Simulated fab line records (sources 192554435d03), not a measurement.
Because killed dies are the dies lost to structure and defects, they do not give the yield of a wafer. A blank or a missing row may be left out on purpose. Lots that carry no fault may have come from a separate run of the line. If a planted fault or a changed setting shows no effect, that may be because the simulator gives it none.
A struck lot beside a sound one -- flow n5-finfet -- 15 out of 1938 route steps
Sound: wafers L934.2, L934.3, L934.5. Struck: wafer L942.4 (L942.5, L942.6, from the same lot, were not struck and are left out); the cause is given at the end.
Each step with rows lists, per side, the tool, then ch with its chambers, then its first start. Under that, the readings that differ: sound wafers -- struck wafers -- difference of the means -- sigmas: that difference in standard deviations of wafers without a fault.
alike: readings whose means differ by less than 2 such deviations, and words and numbers that are the same on both sides. not compared: withheld readings, readings that some wafer has no value for, bounds like >300 that may hide the same value, and numbers for which the record gives no deviation and whose values overlap.
A row with sigmas, a row that says differs or no value, or rows on one side alone: a step with any of these is where the two part. Numbers that don't overlap but have no deviation are shown without sigmas and don't part them. A reading that every wafer of one side lacks parts them only if that side has two wafers or more.

first, 2 steps without rows for these wafers: N5_BEOL_M0_SPUTTER_132 (material Cu, target thk 4 nm, time 7.37 s); N5_BEOL_M0_ANNEAL_133 (time 60 s).
N5_BEOL_M0_SPUTTER_134: material Cu, target thk 4 nm, time 7.37 s.
  sound on pvd-sputter-01 at day 8 20:34; struck on pvd-sputter-02 at day 10 12:43
reading,sound,struck,difference,sigmas
throttle-valve-pct (%),28.3 28.8 30.0,30.9,+1.9,+2
  alike: substrate-temp-c
N5_BEOL_M0_ANNEAL_135: time 60 s.
  sound on pvd-sputter-01 at day 8 20:39; struck on pvd-sputter-02 at day 10 12:48
  alike: heater-power-w
N5_BEOL_M0_SPUTTER_141: material Cu, target thk 4 nm, time 7.37 s.
  sound on pvd-sputter-01 at day 8 20:41; struck on pvd-sputter-02 at day 10 12:50
  alike: substrate-temp-c, throttle-valve-pct
then, 1 step without rows for these wafers: N5_BEOL_M0_ECD_118 (material Cu, target thk 300 nm).
N5_BEOL_M0_ANNEAL_119: time 90 s.
  sound on rtp-anneal-01 ch 0, day 8 20:56; struck on rtp-anneal-01 ch 0, day 10 13:10
  alike: wafer_temp_C_max
N5_BEOL_M0_CMP_120: polishes, stops on SiOC, t overpolish 6.9 s.
  sound on cmp-03 ch 2,3, day 8 21:12; struck on cmp-01 ch 0, day 10 13:27
  alike: barrier-field-endpoint-s, clearing-platen-rpm, motor-current-A, overpolish-run-s, time-to-endpoint-s
then, 3 steps without rows for these wafers: N5_BEOL_M0_PRE_CLEAN_131 (time 15 s); N5_BEOL_M0_CO_CAP_123 (material Co, precursor CCTBA/H2, target thk 2 nm, time 102.1 s); N5_BEOL_M0_PRE_CLEAN_124 (time 15 s).
N5_BEOL_M0_DEP_125: deposits SiCN from 3MS/NH3, target thk 8 nm, time 14 s.
  sound on pecvd-03 ch 0,1, day 8 21:41; struck on pecvd-03 ch 2, day 10 13:50
reading,sound,struck,difference,sigmas
throttle-valve-pct (%),11.2 9.6 9.5,8.3,-1.8,-2
model.SiCN_of_BEOL_M0_DEP_125.thk-nm (nm),8 8.2 8.4,7.2,-1.0,
  alike: showerhead-plenum-p-Torr
N5_BEOL_M0_RS_MEAS_126: measurement is done with a four-point probe.
  sound on film-metro-01 at day 8 21:45; struck on film-metro-01 at day 10 13:53
  alike: M0_RS
-- a jump in the record: the struck wafers' starts before and after are 2 days apart (it breaks off in module BEOL_M0 and resumes in module BEOL_M4, where the first step shown is number 1111 of the route) --
N5_BEOL_M4_RC_MEAS_101:
  sound on prober-02 ch 0, day 11 04:28; struck on prober-01 ch 0, day 12 22:17
  alike: DIBL_N, DIBL_P, IOFF_N, IOFF_P, ION_N, ION_P, SS_N, SS_P, VT_N, VT_P
-- here the record skips 4 days between the struck wafers' starts before and after, leaving off in module BEOL_M4 and picking up in module PASSIVATION (first step shown: number 1936 of the route) --
N5_PASSIVATION_PROBE_49:
  sound on prober-01 at day 15 07:40; struck on prober-02 at day 17 04:04
reading,sound,struck,difference,sigmas
killed-at-other,4 1 2,8,+6,+2
  alike: defect-limited-yield, killed_at_M0_to_M3, killed_at_M4_up, killed-at-contacts, killed-at-front-end, killed-dies, killed-open, killed-short, sort_bin_4_leakage, sort_bin_5_function, sort_bin_6_memory, sort_bin_8_speed, sort-n-pass, sort-yield-pct

== WHERE THEY PART ==
Earliest at N5_BEOL_M0_SPUTTER_134; latest, in this record, at N5_PASSIVATION_PROBE_49.

WHY: what had been put in by the simulator
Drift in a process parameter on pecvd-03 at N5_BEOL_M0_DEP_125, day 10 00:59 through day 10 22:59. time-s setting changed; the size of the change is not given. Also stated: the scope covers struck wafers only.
